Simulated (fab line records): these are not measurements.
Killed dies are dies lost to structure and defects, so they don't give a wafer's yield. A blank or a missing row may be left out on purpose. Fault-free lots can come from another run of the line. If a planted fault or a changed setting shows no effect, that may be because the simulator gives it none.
fab line records	flow n5-finfet
record lots=5	wafers=13	last-day=17
route steps=1938 shown BEOL_M3@1009 BEOL_M4@1021 PASSIVATION@1936
lots that met no fault: from a run of the same line without faults
start-h: the number of hours between the record's first day and the start of the first shown wafer of the lot	wait-h: hours elapsed since this lot's preceding step	" same as the row above	L1.1+2: a single row standing in for several wafers	- no value, or no start was given	* or withheld: withheld	< > ~ a bound
route shown NAME@n: names a module that has steps shown in the file, with the first one's number in the route	usual: average and standard deviation across the fault-free wafers	same: alike in all rows	chamber/n: place in a boat	sites: per-site readings	_std_site: standard deviation across them	_edge_site: mean of outer sites minus mean of inner sites	radius-mm: how far each site lies from the wafer's centre	mask NAME#n: copy n	behind: the last tool/chamber to shape the wafer	hold: why the lot went on hold/how many hours it stayed there/how the hold came to an end	device: transistor that didn't switch, given as n, p or np	end of line: the route-end tests of the same wafers	a step given without rows: its recipe and nothing more	killed: dies lost to structure and defects at the first sort, not the wafer's yield	map: a wafer's dies, x killed, . not, _ none there
set.NAME: the setting that was run; set.NAME@STEP: the one run at that earlier step	model.NAME: the simulator's own value behind a step, which no gauge read
lots at some steps of the route; a table a step, a row a wafer
services: from which hour (start-h, from the record's first day; less than 0 if before it) a tool's chamber was out of use, for how many hours, and why
## steps
# step N5_BEOL_M3_ANNEAL_95
# recipe temp-c=400	time-s=240	ambient=vacuum
# step N5_BEOL_M3_SPUTTER_96
# recipe material=Cu	target-thk-a=45	temp-c=-20	chamber-pressure-pa=0.07	power-w=withheld	time-s=8.29
# step N5_BEOL_M3_ECD_50
# recipe material=Cu	target-thk-a=3000
# step N5_BEOL_M3_ANNEAL_51
# recipe temp-c=225	time-s=90	ambient=N2
# step N5_BEOL_M3_CMP_52
# recipe stop-on=SiOC	t-overpolish-s=6.8	down-force-psi=1	platen-rpm=50	clearing-platen-down-force-psi=1.5	clearing-platen-rpm=50	post-cmp-clean=cu-alkaline	target-thk-nm=40	clearing-platen-pad-velocity-m-s=0.99484	pad-velocity-m-s=0.99484
# step N5_BEOL_M3_PRE_CLEAN_60
# recipe gas=NH3/H2	time-s=15	temp-c=*	rf-power-w=300
# step N5_BEOL_M3_CO_CAP_55
# recipe material=Co	target-thk-a=20	temp-c=200	precursor=CCTBA/H2	pressure-torr=30	time-s=102.1
# step N5_BEOL_M3_PRE_CLEAN_56
# recipe gas=NH3	time-s=15	temp-c=withheld	rf-power-w=300
# step N5_BEOL_M3_DEP_57
# recipe material=SiCN	target-thk-a=80	temp-c=withheld	precursor=3MS/NH3	pressure-torr=3	rf-w=202	time-s=14
# step N5_BEOL_M4_ILD_DEP_00
# recipe material=SiOC	target-thk-a=790	temp-c=350	precursor=DEMS/O2	pressure-torr=5	rf-w=500	time-s=15.3
# usual heater-power-w=494/53	rf-fwd-power-W=494.5/2.2	showerhead-plenum-p-Torr=5.697/0.014	throttle-valve-pct=12.2/0.66
lot.wafer	tool	chamber	start-h	wait-h	heater-power-w	rf-fwd-power-W	showerhead-plenum-p-Torr	throttle-valve-pct	model.SiOC_of_BEOL_M4_ILD_DEP_00.thk-nm
L743.2	pecvd-03	2	172.49	0.0	420	494.9	5.694	11.7	79.4
L743.4	"	1	"	"	517	489.7	5.699	12.7	79.6
L743.6	"	2	"	"	429	496.3	5.693	11.4	79.4
L746.2	pecvd-01	1	198.58	0.1	544	495.6	5.692	13.0	77.6
L746.3	"	2	"	"	509	493.2	5.694	10.7	79
L746.4	"	0	"	"	451	496.1	5.700	12.0	80
L756.2	pecvd-03	0	260.49	0.0	578	497.3	5.706	12.9	79.2
L756.3	"	1	"	"	518	-	5.693	12.6	60.2
L756.6	"	2	"	"	497	492.3	5.693	11.5	80.4
L759.1	pecvd-03	2	285.05	0.0	473	-	5.703	11.7	59
L759.4	"	1	"	"	513	492.0	5.698	12.9	79.6
L761.2	pecvd-03	0	285.46	0.0	507	494.0	5.717	12.9	79.8
L761.3	"	2	"	"	457	-	5.707	11.9	59.4
# step N5_BEOL_M4_THK_MEAS_01
# recipe reads=SiOC_of_BEOL_M4_ILD_DEP_00
# usual M4_ILD_THK=79.3/1
lot.wafer	tool	chamber	start-h	wait-h	M4_ILD_THK[nm]
L743.2	film-metro-02	-	172.56	0.1	79.4
L743.4	"	-	"	"	79.7
L743.6	"	-	"	"	79.4
L746.2	film-metro-02	-	198.65	0.1	77.7
L746.3	"	-	"	"	79.0
L746.4	"	-	"	"	80.1
L756.2	film-metro-02	-	260.56	0.1	79.3
L756.3	"	-	"	"	60.1
L756.6	"	-	"	"	80.4
L759.1	film-metro-02	-	285.11	0.0	59.0
L759.4	"	-	"	"	79.6
L761.2	film-metro-01	-	285.53	0.1	79.7
L761.3	"	-	"	"	59.5
# step N5_BEOL_M4_PECVD_72
# recipe material=SiO2	target-thk-a=160	temp-c=400	precursor=TEOS/O2	pressure-torr=5.5	rf-w=450	teos-flow-sccm=53.8	gas=O2	flow-sccm=3000	time-s=18
# step N5_BEOL_M4_HM_DEP_02
# recipe material=TiN	target-thk-a=200	temp-c=25	chamber-pressure-pa=0.49996
# step N5_BEOL_M4_COAT_61
# recipe resist=SOC	temp-c=250	time-s=60	spin-rpm=1500	resist-thk-nm=60
# step N5_BEOL_M4_COAT_62
# recipe resist=SiARC	temp-c=220	time-s=60	spin-rpm=1500	resist-thk-nm=12
# step N5_BEOL_M4_COAT_73
# recipe resist=underlayer	temp-c=205	time-s=60	spin-rpm=1500	resist-thk-nm=5
# step N5_BEOL_M4_COAT_05
# recipe resist=CAR-EUV	spin-rpm=1500	resist-thk-nm=30
# step N5_BEOL_M4_EBR_07
# recipe solvent=PGMEA	ebr-width-mm=1.5
# step N5_BEOL_M4_SOFTBAKE_06
# recipe temp-c=110	time-s=60	resist=CAR-EUV
# step N5_BEOL_M4_EXPOSE_08
# recipe mask-id=M4	na=0.33	source-shape=dipole	sigma-inner=0.369	sigma-outer=0.767	polarization=unpolarized	dose-mj=41.25
# step N5_BEOL_M4_PEB_09
# recipe peb-temp-c=100	peb-time-s=60	resist=CAR-EUV
# step N5_BEOL_M4_DEVELOP_10
# recipe develop-time-s=30	developer=TMAH	resist=CAR-EUV	rinse-liquid=surfactant-rinse	dry=air-spin	dev-temp-c=23
# step N5_BEOL_M4_DESCUM_16
# recipe chemistry=O2	time-s=7	source-power-w=50	bias-power-w=20	pressure-mtorr=20	rf-frequency-hz=2.712e+07	temp-c=40	resist=CAR-EUV	o2-flow-sccm=225
# step N5_BEOL_M4_ETCH_74
# recipe chemistry=N2/H2	target=underlayer	target-depth-a=65	mask-material=CAR-EUV	time-s=5.2	ion-energy-ev=200	pressure-mtorr=30	source-w=840	bias-w=150	n2-flow-sccm=200	h2-flow-sccm=200	ends=cleared
# step N5_BEOL_M4_ETCH_63
# recipe chemistry=CF4	target=SiARC	target-depth-a=156	mask-material=CAR-EUV	time-s=26	ion-energy-ev=80	pressure-mtorr=40	source-w=545	bias-w=36	Ar_flow_sccm=100	cf4-flow-sccm=100	ends=cleared
# step N5_BEOL_M4_ETCH_64
# recipe chemistry=N2/H2	target=SOC	target-depth-a=750	overetch-a=225	mask-material=SiARC	temp-c=40	time-s=121.9	ion-energy-ev=200	pressure-mtorr=30	source-w=840	bias-w=150	n2-flow-sccm=200	h2-flow-sccm=200
# step N5_BEOL_M4_STRIP_65
# recipe chemistry=N2/H2	temp-c=40	n2-flow-sccm=200	h2-flow-sccm=200	rf-frequency-hz=6e+07
# step N5_BEOL_M4_STRIP_75
# recipe chemistry=N2/H2	temp-c=40	n2-flow-sccm=200	h2-flow-sccm=200	rf-frequency-hz=6e+07
# step N5_BEOL_M4_STRIP_66
# recipe chemistry=CF4	resist=SiARC	power-w=300	bias-power-w=75	pressure-mtorr=50	cf4-flow-sccm=150	rf-frequency-hz=6e+07
# step N5_BEOL_M4_HM_OPEN_17
# recipe chemistry=Cl2/BCl3	target-depth-a=200	overetch-a=60	target=TiN	mask-material=SOC	ion-energy-ev=150	pressure-mtorr=10	icp-w=1000	bias-w=126	Cl2_flow_sccm=53.25	bcl3-flow-sccm=21.75	Ar_flow_sccm=25
# step N5_BEOL_M4_STRIP_19
# recipe chemistry=O2	power-w=400	temp-c=40	pressure-mtorr=30	rf-frequency-hz=6e+07	bias-power-w=0	overash-fraction=0.2	o2-flow-sccm=225
# step N5_BEOL_M4_COAT_67
# recipe resist=SOC	temp-c=250	time-s=60	spin-rpm=1500	resist-thk-nm=60
# step N5_BEOL_M4_COAT_68
# recipe resist=SiARC	temp-c=220	time-s=60	spin-rpm=1500	resist-thk-nm=12
# step N5_BEOL_M4_COAT_76
# recipe resist=underlayer	temp-c=205	time-s=60	spin-rpm=1500	resist-thk-nm=5
# step N5_BEOL_M4_COAT_22
# recipe resist=CAR-EUV	spin-rpm=1500	resist-thk-nm=30
# step N5_BEOL_M4_CMP_52
# recipe stop-on=SiOC	t-overpolish-s=6.8	down-force-psi=1	platen-rpm=50	clearing-platen-down-force-psi=1.5	clearing-platen-rpm=50	post-cmp-clean=cu-alkaline	target-thk-nm=40	clearing-platen-pad-velocity-m-s=0.99484	pad-velocity-m-s=0.99484
# usual motor-current-A=6.2/0.68	pad-life-wafers=1082/530	platen-rpm=50.00/0.032
lot.wafer	tool	chamber	start-h	wait-h	motor-current-A	pad-life-wafers	platen-rpm	model.SiOC_of_BEOL_M4_ILD_DEP_00.thk-nm
L743.4	cmp-03	3	179.03	0.2	6.1	1484	50.03	76.6
L743.2	"	0	"	"	6.8	1485	50.02	76.4
L743.6	"	1	"	"	6.0	-	49.95	76.4
L746.4	cmp-03	1	206.67	0.1	6.0	1686	50.00	77
L746.2	"	2	"	"	6.8	1687	49.93	74.6
L746.3	"	0	"	"	6.7	1689	50.00	76
L756.3	cmp-04	1	268.37	0.2	5.9	606	49.97	57.2
L756.2	"	2	"	"	6.2	607	50.05	76.2
L756.6	"	2	"	"	6.1	-	50.03	77.4
L759.4	cmp-04	3	293.74	0.1	5.4	768	49.96	76.6
L759.1	"	1	"	"	5.6	770	49.96	56
L761.2	cmp-04	2	295.90	0.2	5.8	799	50.01	76.8
L761.3	"	0	"	"	5.6	801	50.00	56.4
# step N5_BEOL_M4_RC_MEAS_101
# usual DIBL_N=36.8/1.5	DIBL_P=37.1/2.1	IOFF_N=0.168/0.03	IOFF_P=0.22/0.034	ION_N=679/12	ION_P=466/8	SS_N=71.7/0.58	SS_P=73.5/0.67	VT_N=248.8/2.7	VT_P=-250/3.3
lot.wafer	tool	chamber	start-h	wait-h	DIBL_N[mV/V]	DIBL_P[mV/V]	IOFF_N[nA/um]	IOFF_P[nA/um]	ION_N[uA/um]	ION_P[uA/um]	SS_N[mV/dec]	SS_P[mV/dec]	VT_N[mV]	VT_P[mV]
L743.2	prober-02	0	179.72	0.2	37.0	38.1	0.181	0.24	689	472	72.0	73.5	247.1	-250
L743.4	"	0	"	"	35.9	37.1	0.148	0.22	671	464	71.5	73.0	252.6	-250
L743.6	"	0	"	"	38.3	39.8	0.207	0.27	684	472	72.3	73.8	245.8	-246
L746.2	prober-02	0	207.43	0.2	38.0	37.7	0.178	0.25	686	479	71.1	74.2	246.7	-245
L746.3	"	0	"	"	37.3	36.0	0.170	0.22	692	480	71.5	72.9	248.6	-249
L746.4	"	0	"	"	37.8	36.7	0.154	0.22	683	466	71.7	73.6	250.6	-246
L756.2	prober-01	0	269.53	0.2	35.7	37.3	0.140	0.22	669	465	71.0	73.1	252.1	-249
L756.3	"	0	"	"	37.0	36.8	0.149	0.20	669	455	71.8	73.3	252.0	-251
L756.6	"	0	"	"	37.8	39.1	0.178	0.24	679	470	71.1	74.2	249.1	-249
L759.1	prober-02	0	294.46	0.0	38.6	37.1	0.166	0.19	668	448	72.1	74.1	251.5	-256
L759.4	"	0	"	"	36.1	33.6	0.122	0.14	654	441	71.7	72.8	254.6	-260
L761.2	prober-02	0	296.74	0.2	38.0	37.6	0.201	0.27	688	467	72.2	73.3	247.5	-246
L761.3	"	0	"	"	34.4	33.6	0.137	0.19	673	464	71.1	72.2	249.0	-251
# step N5_PASSIVATION_PROBE_49
# usual defect-limited-yield=91.0/1.5	killed_at_M0_to_M3=34/11	killed_at_M4_up=14/5.3	killed-at-contacts=13/7	killed-at-front-end=41/13	killed-at-other=4/3.1	killed-dies=106/17	killed-open=70/12	killed-short=35/8	sort_bin_5_function=5.2/0.98	sort_bin_6_memory=3.4/0.69	sort_bin_8_speed=0.00/0.007	sort-n-pass=1074/17	sort-yield-pct=91.0/1.5
# same gross-dies=1180	killed-at-back-side=0	sort_bin_4_leakage[%]=0
lot.wafer	tool	chamber	start-h	wait-h	defect-limited-yield[%]	killed_at_M0_to_M3	killed_at_M4_up	killed-at-contacts	killed-at-front-end	killed-at-other	killed-dies	killed-open	killed-short	sort_bin_5_function[%]	sort_bin_6_memory[%]	sort_bin_8_speed[%]	sort-n-pass	sort-yield-pct[%]
L761.3	prober-02	-	404.90	0.1	88.5	71	10	19	36	0	136	95	38	6.8	4.3	0	1044	88.5
# killed by level:class
L761.3 BEOL_M2:geometric-particle:open=22 MOL_CONTACT_COAG:geometric-particle:open=14 BEOL_M1:geometric-particle:open=12 BEOL_M0_SAQP:geometric-particle:short=12 FIN_SAQP:geometric-particle:open=11 BEOL_M0_SAQP:geometric-particle:open=11 DUMMY_GATE:geometric-particle:open=9 MOL_CONTACT_COAG:geometric-particle:short=5
## services
tool	chamber	start-h	hours	kind
cmp-04	-	192.99	4.0	pm
pecvd-03	-	196.97	0.5	repair
cmp-04	-	196.99	-	consumable-replace:conditioner
cmp-04	-	196.99	-	consumable-replace:pad
cmp-03	-	203.68	0.3	repair
cmp-04	-	221.33	1.1	repair
pecvd-01	2	225.97	5.5	scheduled-down
pecvd-03	0	232.59	2.1	scheduled-down
cmp-03	-	240.60	4.1	repair
cmp-03	-	253.55	4.0	pm
cmp-04	-	257.30	1.7	repair
cmp-04	-	269.06	3.8	repair
cmp-03	-	274.21	0.6	repair
pecvd-01	0	275.08	15.7	repair
pecvd-01	0	291.87	11.2	repair
cmp-03	-	294.05	3.7	repair
## key
first-sign step=N5_BEOL_M4_THK_MEAS_01	reading=M4_ILD_THK	direction=down	sigmas=19	usual=79.3	struck=59.6
effect none on later readings
model-effect step=N5_BEOL_M4_ILD_DEP_00	value=SiOC_of_BEOL_M4_ILD_DEP_00.thk-nm	without=78.8	struck=59.53
model-effect step=N5_BEOL_M4_CMP_52	value=SiOC_of_BEOL_M4_ILD_DEP_00.thk-nm	without=75.8	struck=56.53
met-at N5_BEOL_M4_ILD_DEP_00
struck-wafers L756.3,L759.1,L761.3
onset-between 172.49 260.49
fault kind=process-parameter-drift	tool=pecvd-03	chamber=-	onset-h=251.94	steps=N5_BEOL_M4_ILD_DEP_00	channel=time-s	offset=*	shape=step	end-h=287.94	scope=struck-wafers-only	acts-in=*	stated=*
